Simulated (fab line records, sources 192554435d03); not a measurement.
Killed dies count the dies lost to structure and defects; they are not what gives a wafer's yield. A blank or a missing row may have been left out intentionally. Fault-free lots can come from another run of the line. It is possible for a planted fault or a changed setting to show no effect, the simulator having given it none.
fab line records	flow n5_finfet
record lots=8	wafers=24	last_day=18
route steps=1938 shown SD_EPI_N@271 SD_ACTIVATION@332 BEOL_M4@1111
lots untouched by any fault: they come from a run of this same line in which no faults occurred
start_h: hours from the record's first day to the start of the lot's first wafer shown	wait_h: time in hours since the lot's previous step	" repeats the value in the row above	L1.1+2: several wafers, shown together as one row	- value missing, or start not given	* or withheld: withheld	< > ~ a bound
route shown NAME@n: a module of which the file shows steps, and the number in the route of the first	usual: mean/standard deviation of fault-free wafers	same: alike in all rows	chamber/n: place in a boat	sites: per-site readings	_std_site: how widely they spread, as a standard deviation	_edge_site: mean of outer sites minus mean of inner sites	radius_mm: how far each site lies from the wafer's centre	mask NAME#n: copy n	behind: the tool/chamber that last shaped the wafer	hold: why the lot went on hold/how many hours it stayed there/how the hold came to an end	device: which transistor (n, p or np) failed to switch	end of line: the tests these same wafers got at the end of their route	a step with no rows: only its recipe	killed: not the wafer's yield, but the dies lost to structure and defects at the first sort	map: a wafer's dies, marking killed ones x, the rest . and places with no die _
set.NAME: the setting the step ran with; set.NAME@STEP: the setting that earlier step ran with	model.NAME: the simulator's own value behind a step, which no gauge read
the route's steps for a sample of lots (tables are steps, rows are wafers)
services: when a tool's chamber went out of use (start_h, in hours from the record's first day, below 0 if earlier), for how many hours, and the reason
## steps
# step N5_SD_EPI_N_OVL_MEAS_10
# recipe points_per_wafer=44
# usual SD_N_BLK_OVL=-0.3/0.66
lot.wafer	tool	chamber	start_h	wait_h	SD_N_BLK_OVL[nm]
L288.2	overlay-01	0	48.23	0.0	0.5
L288.3	"	0	"	"	-0.1
L288.6	"	0	"	"	-0.4
L293.1	overlay-02	0	78.83	0.0	0.1
L293.2	"	0	"	"	-0.4
L293.5	"	0	"	"	0.2
L294.1	overlay-02	0	87.73	0.0	0.0
L294.4	"	0	"	"	0.2
L294.5	"	0	"	"	-0.1
L296.1	overlay-01	0	95.75	0.0	0.1
L296.2	"	0	"	"	-0.5
L296.4	"	0	"	"	-0.2
L307.2	overlay-02	0	164.40	0.0	-0.6
L307.4	"	0	"	"	-1.3
L307.6	"	0	"	"	-0.3
L306.1	overlay-02	0	168.48	0.0	-0.8
L306.2	"	0	"	"	0.0
L306.3	"	0	"	"	0.1
L310.1	overlay-02	0	180.25	0.0	-0.5
L310.4	"	0	"	"	-0.5
L310.5	"	0	"	"	-0.4
L311.1	overlay-01	0	188.40	0.0	-0.1
L311.3	"	0	"	"	-0.3
L311.6	"	0	"	"	-1.1
# step N5_SD_EPI_N_DESCUM_14
# recipe chemistry=O2	time_s=7.9	source_power_w=50	bias_power_w=20	pressure_mtorr=20	rf_frequency_hz=2.712e+07	temp_c=40	resist=CAR-ArF-block	o2_flow_sccm=225
# usual chamber_pressure_mTorr=19.999/0.019	drypump_motor_current_A=5.8/0.44	oes_product_au=0.79/0.097	rf_fwd_power_W=49.43/0.2	rf_vpp_V=243.5/1.2	showerhead_plenum_p_Torr=2.10/0.068	throttle_valve_pct=20.32/0.17
lot.wafer	tool	chamber	start_h	wait_h	chamber_pressure_mTorr	drypump_motor_current_A	oes_product_au	rf_fwd_power_W	rf_hours_counter_h	rf_vpp_V	showerhead_plenum_p_Torr	throttle_valve_pct
L288.2	rie_diel-02	0	48.86	0.6	19.973	5.8	0.76	49.32	143	241.6	2.01	20.29
L288.3	"	3	"	"	19.998	5.7	0.71	49.66	231	244.8	2.15	20.33
L288.6	"	0	"	"	19.983	5.8	0.75	49.19	-	241.6	2.01	20.30
L293.1	rie_diel-04	0	78.89	0.0	19.999	5.3	0.68	49.46	228	243.0	2.05	20.08
L293.2	"	2	"	"	20.013	5.8	0.71	49.46	207	242.9	2.05	20.39
L293.5	"	3	"	"	20.000	6.5	0.74	49.42	-	242.9	2.18	20.49
L294.1	rie_diel-02	1	87.79	0.0	20.010	5.2	0.90	49.26	21	244.9	2.14	20.22
L294.4	"	0	"	"	19.990	5.8	0.75	49.05	156	241.8	2.00	20.32
L294.5	"	1	"	"	19.994	5.2	0.92	49.62	-	243.3	2.14	20.21
L296.1	rie_diel-02	1	96.09	0.3	20.003	5.3	0.92	49.46	23	243.8	2.13	20.21
L296.2	"	0	"	"	20.026	5.8	0.74	49.35	159	243.3	2.00	20.32
L296.4	"	2	"	"	20.011	6.2	0.84	49.42	49	244.8	2.22	20.18
L307.2	rie_diel-04	3	164.46	0.0	20.011	6.5	0.73	49.30	195	245.2	2.17	20.54
L307.4	"	3	"	"	20.029	6.5	0.72	49.08	-	242.6	2.17	20.55
L307.6	"	2	"	"	19.978	5.7	0.70	49.56	-	243.1	2.04	20.44
L306.1	rie_diel-02	1	168.71	0.2	20.007	5.3	0.85	49.31	51	243.6	2.12	20.25
L306.2	"	3	"	"	20.007	5.7	0.92	49.57	12	243.5	2.13	20.00
L306.3	"	2	"	"	20.025	6.2	0.82	49.32	75	243.8	2.21	20.25
L310.1	rie_diel-04	3	180.31	0.0	19.979	6.5	0.72	49.05	203	243.2	2.17	20.57
L310.4	"	1	"	"	19.983	5.4	0.88	49.46	-	243.1	2.13	20.26
L310.5	"	3	"	"	19.984	6.5	0.72	49.09	-	244.2	2.17	20.54
L311.1	rie_diel-04	2	188.47	0.0	20.005	5.8	0.69	49.51	245	241.3	2.04	20.45
L311.3	"	3	"	"	19.979	6.5	0.70	49.25	206	244.2	2.16	20.56
L311.6	"	2	"	"	20.019	5.8	0.69	49.55	-	242.9	2.04	20.47
# step N5_SD_EPI_N_ETCH_35
# recipe chemistry=N2/H2	target=SOC	overetch_a=1080	mask_material=SiARC	temp_c=40	ion_energy_ev=100	source_w=3000	bias_w=133	pressure_mtorr=20	time_s=486	n2_flow_sccm=200	h2_flow_sccm=200
# usual chamber_pressure_mTorr=19.999/0.019	drypump_motor_current_A=5.8/0.45	oes_product_au=0.70/0.085	rf_fwd_power_W=2997/9.3	rf_vpp_V=241.0/1.2	showerhead_plenum_p_Torr=2.56/0.08	throttle_valve_pct=23.68/0.24
lot.wafer	tool	chamber	start_h	wait_h	chamber_pressure_mTorr	drypump_motor_current_A	oes_product_au	rf_fwd_power_W	rf_hours_counter_h	rf_vpp_V	showerhead_plenum_p_Torr	throttle_valve_pct
L288.2	rie_diel-02	0	48.96	0.0	20.021	5.8	0.69	2997	144	239.4	2.43	23.62
L288.3	"	3	"	"	20.011	5.7	0.64	3000	231	240.6	2.61	23.82
L288.6	"	0	"	"	20.013	5.8	0.68	3002	-	238.5	2.43	23.62
L293.1	rie_diel-04	0	78.98	0.0	20.026	5.2	0.61	3008	228	240.2	2.49	23.20
L293.2	"	2	"	"	19.990	5.8	0.65	2999	207	240.4	2.50	23.69
L293.5	"	3	"	"	19.990	6.5	0.67	3015	-	242.2	2.63	23.85
L294.1	rie_diel-02	1	87.88	0.0	19.970	5.3	0.82	3015	21	240.7	2.60	23.63
L294.4	"	0	"	"	20.003	5.8	0.68	2992	156	240.6	2.42	23.64
L294.5	"	1	"	"	19.989	5.3	0.82	2989	-	243.8	2.60	23.64
L296.1	rie_diel-02	1	96.18	0.0	20.010	5.2	0.82	2995	24	239.7	2.60	23.65
L296.2	"	0	"	"	19.974	5.8	0.67	3002	159	240.6	2.42	23.64
L296.4	"	2	"	"	20.017	6.2	0.77	2976	49	243.5	2.68	23.39
L307.2	rie_diel-04	3	164.55	0.0	20.018	6.5	0.65	2993	195	241.9	2.62	23.89
L307.4	"	3	"	"	20.001	6.5	0.65	2991	-	241.9	2.62	23.89
L307.6	"	2	"	"	19.983	5.8	0.62	3010	-	240.6	2.49	23.73
L306.1	rie_diel-02	1	168.80	0.0	19.997	5.2	0.78	2999	51	242.1	2.59	23.68
L306.2	"	3	"	"	20.018	5.7	0.82	3000	13	241.0	2.59	23.55
L306.3	"	2	"	"	20.024	6.2	0.73	3007	75	242.8	2.66	23.42
L310.1	rie_diel-04	3	180.40	0.0	20.025	6.6	0.65	2984	203	241.3	2.61	23.88
L310.4	"	1	"	"	20.001	5.4	0.79	3017	-	241.8	2.59	23.59
L310.5	"	3	"	"	20.000	6.5	0.64	2982	-	242.5	2.61	23.92
L311.1	rie_diel-04	2	188.56	0.0	19.967	5.8	0.62	3001	245	239.9	2.49	23.73
L311.3	"	3	"	"	20.013	6.5	0.64	3015	206	240.9	2.61	23.92
L311.6	"	2	"	"	19.999	5.8	0.62	3004	-	241.6	2.49	23.74
# step N5_SD_EPI_N_EPI_21
# recipe material=Si:P	dopant=P	temp_c=680	pressure_torr=255	time_s=690
lot.wafer	tool	chamber	start_h	wait_h
L288.2+3+6	epi_rpcvd-01	0	51.55	0.7
L293.1+2+5	epi_rpcvd-01	0	80.74	0.2
L294.1+4+5	epi_rpcvd-01	0	89.68	0.2
L296.1+2+4	epi_rpcvd-01	0	98.18	0.3
L307.2+4+6	epi_rpcvd-04	0	166.41	0.4
L306.1+2+3	epi_rpcvd-01	0	170.39	0.1
L310.1+4+5	epi_rpcvd-01	0	182.00	0.1
L311.1+3+6	epi_rpcvd-01	0	190.14	0.1
# step N5_SD_EPI_N_EPI_MEAS_23
# recipe mode=xrd
# usual thk_nm=58.9/1.3
lot.wafer	tool	chamber	start_h	wait_h	thk_nm
L288.2	film_metro-01	-	54.08	2.0	56.9
L288.3	"	-	"	"	59.7
L288.6	"	-	"	"	59.2
L293.1	film_metro-01	-	83.02	1.9	58.1
L293.2	"	-	"	"	59.8
L293.5	"	-	"	"	60.4
L294.1	film_metro-02	-	91.96	1.9	57.7
L294.4	"	-	"	"	58.2
L294.5	"	-	"	"	58.5
L296.1	film_metro-02	-	101.22	2.5	60.2
L296.2	"	-	"	"	59.7
L296.4	"	-	"	"	54.3
L307.2	film_metro-02	-	167.85	1.2	60.2
L307.4	"	-	"	"	58.0
L307.6	"	-	"	"	57.2
L306.1	film_metro-02	-	172.10	1.4	60.4
L306.2	"	-	"	"	57.6
L306.3	"	-	"	"	55.4
L310.1	film_metro-01	-	183.72	1.4	58.9
L310.4	"	-	"	"	60.8
L310.5	"	-	"	"	58.3
L311.1	film_metro-02	-	191.86	1.4	57.5
L311.3	"	-	"	"	57.5
L311.6	"	-	"	"	58.5
# step N5_SD_ACTIVATION_RS_MEAS_03
# recipe thk_meas_gauge=four-point-probe
# usual RS_SD_N=21.95/0.28	RS_SD_P=56.1/0.86
lot.wafer	tool	chamber	start_h	wait_h	RS_SD_N[ohm/sq]	RS_SD_P[ohm/sq]
L288.2	film_metro-01	-	60.23	0.2	22.04	55.2
L288.3	"	-	"	"	22.01	55.9
L288.6	"	-	"	"	21.93	55.2
L293.1	film_metro-01	-	88.64	0.2	21.66	56.0
L293.2	"	-	"	"	21.66	56.1
L293.5	"	-	"	"	21.79	56.5
L294.1	film_metro-02	-	97.34	0.2	22.28	57.3
L294.4	"	-	"	"	22.26	56.7
L294.5	"	-	"	"	22.15	56.9
L296.1	film_metro-02	-	106.64	0.2	21.19	57.7
L296.2	"	-	"	"	21.69	56.8
L296.4	"	-	"	"	23.66	56.9
L307.2	film_metro-02	-	173.78	0.2	21.70	56.6
L307.4	"	-	"	"	22.40	55.9
L307.6	"	-	"	"	22.24	55.2
L306.1	film_metro-01	-	177.94	0.2	21.81	54.6
L306.2	"	-	"	"	22.30	54.8
L306.3	"	-	"	"	22.10	54.5
L310.1	film_metro-02	-	190.02	0.2	21.61	55.2
L310.4	"	-	"	"	21.31	56.2
L310.5	"	-	"	"	21.72	56.4
L311.1	film_metro-01	-	198.19	0.2	22.16	57.5
L311.3	"	-	"	"	22.03	56.2
L311.6	"	-	"	"	22.16	57.2
# step N5_BEOL_M4_RC_MEAS_101
# usual DIBL_N=36.2/1.6	DIBL_P=36.5/1.9	IOFF_N=0.158/0.027	IOFF_P=0.21/0.038	ION_N=675/12	ION_P=464/8.9	RS_SD_N=28.4/0.35	SS_N=71.5/0.61	SS_P=73.4/0.59	VT_N=250.4/3	VT_P=-250/3.6
lot.wafer	tool	chamber	start_h	wait_h	DIBL_N[mV/V]	DIBL_P[mV/V]	IOFF_N[nA/um]	IOFF_P[nA/um]	ION_N[uA/um]	ION_P[uA/um]	RS_SD_N[ohm/sq]	SS_N[mV/dec]	SS_P[mV/dec]	VT_N[mV]	VT_P[mV]
L288.2	prober-02	0	167.34	0.2	34.3	35.5	0.138	0.19	668	457	28.7	70.9	72.3	252.3	-251
L288.3	"	0	"	"	36.1	38.0	0.161	0.24	682	466	28.3	71.5	72.9	252.3	-251
L288.6	"	0	"	"	36.9	38.7	0.184	0.25	688	465	28.2	72.0	73.2	249.9	-246
L293.1	prober-02	0	192.78	0.0	37.8	36.5	0.156	0.20	672	455	28.2	70.3	73.7	252.7	-250
L293.2	"	0	"	"	37.4	37.5	0.165	0.21	676	462	28.0	71.3	73.5	248.5	-248
L293.5	"	0	"	"	35.7	34.7	0.122	0.17	653	452	28.0	70.5	72.9	254.3	-253
L294.1	prober-01	0	202.49	0.0	37.8	37.8	0.168	0.21	684	461	28.7	72.0	73.6	253.7	-250
L294.4	"	0	"	"	38.4	38.4	0.180	0.22	689	461	28.7	71.5	74.4	249.0	-250
L294.5	"	0	"	"	39.3	39.3	0.192	0.24	680	463	28.5	71.3	74.3	251.1	-253
L296.1	prober-01	0	212.54	0.0	37.5	36.6	0.156	0.18	666	452	27.4	71.0	73.1	250.0	-257
L296.2	"	0	"	"	39.8	38.7	0.211	0.21	682	453	28.2	72.3	73.9	246.5	-255
L296.4	"	0	"	"	36.1	34.4	0.126	0.16	646	437	30.7	71.1	73.0	256.7	-259
L307.2	prober-01	0	276.87	0.2	37.6	39.8	0.205	0.24	676	460	28.4	72.9	74.1	246.6	-249
L307.4	"	0	"	"	35.3	38.0	0.153	0.21	669	462	28.9	71.9	74.0	252.0	-251
L307.6	"	0	"	"	34.3	36.5	0.132	0.18	658	459	28.8	71.9	73.4	253.2	-253
L306.1	prober-01	0	281.24	0.0	35.9	35.2	0.144	0.20	699	475	28.6	71.7	73.5	248.9	-250
L306.2	"	0	"	"	37.0	37.2	0.162	0.23	691	467	28.8	71.6	74.1	248.4	-251
L306.3	"	0	"	"	38.6	40.1	0.212	0.30	705	488	28.8	72.1	74.0	245.7	-242
L311.1	prober-01	0	313.01	0.0	38.4	38.9	0.223	0.30	690	478	28.7	73.0	74.6	246.9	-245
L311.3	"	0	"	"	36.2	36.3	0.157	0.23	666	461	28.6	71.9	73.7	252.2	-248
L311.6	"	0	"	"	36.0	35.3	0.158	0.21	675	461	28.5	71.6	72.9	252.8	-252
L310.1	prober-02	0	320.57	0.0	35.0	34.8	0.149	0.22	664	463	28.0	71.1	72.8	250.4	-248
L310.4	"	0	"	"	34.2	34.5	0.141	0.22	686	482	27.5	70.4	73.0	249.9	-248
L310.5	"	0	"	"	32.9	33.3	0.116	0.19	666	469	28.3	71.3	73.1	252.7	-251
## services
tool	chamber	start_h	hours	kind
rie_diel-04	2	26.31	5.6	repair
rie_diel-04	1	53.22	-	clean
rie_diel-04	1	53.22	-	consumable_replace:focus_ring
rie_diel-04	1	53.22	22.4	scheduled_down
rie_diel-04	1	53.22	22.4	vent_cycle
rie_diel-02	3	63.35	3.5	repair
rie_diel-02	-	93.56	0.3	repair
epi_rpcvd-01	-	113.80	18.9	pm
rie_diel-02	3	113.81	-	clean
rie_diel-02	3	113.81	-	consumable_replace:focus_ring
rie_diel-04	0	163.15	-	clean
rie_diel-04	0	163.15	-	consumable_replace:focus_ring
rie_diel-04	0	163.15	21.2	scheduled_down
rie_diel-04	0	163.15	21.2	vent_cycle
rie_diel-04	2	165.46	6.9	repair
## key
first_sign step=N5_SD_EPI_N_EPI_MEAS_23	reading=thk_nm	direction=down	sigmas=3.7	usual=*	struck=*
effect step=N5_SD_ACTIVATION_RS_MEAS_03	reading=RS_SD_N	direction=up	sigmas=6.1	usual=21.95	struck=23.66
effect step=N5_BEOL_M4_RC_MEAS_101	reading=RS_SD_N	direction=up	sigmas=6.3	usual=28.4	struck=30.7
met_at N5_SD_EPI_N_EPI_21
struck_lots L296
struck_wafers L296.4
not_acting_at N5_SD_EPI_N_OVL_MEAS_10,N5_SD_EPI_N_DESCUM_14,N5_SD_EPI_N_ETCH_35
onset_between 89.68 98.18
fault kind=process_parameter_drift	tool=epi_rpcvd-01	chamber=-	onset_h=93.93	steps=N5_SD_EPI_N_EPI_21	channel=time_s	offset=*	shape=step	end_h=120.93	scope=struck_wafers_only	acts_in=*	stated=*
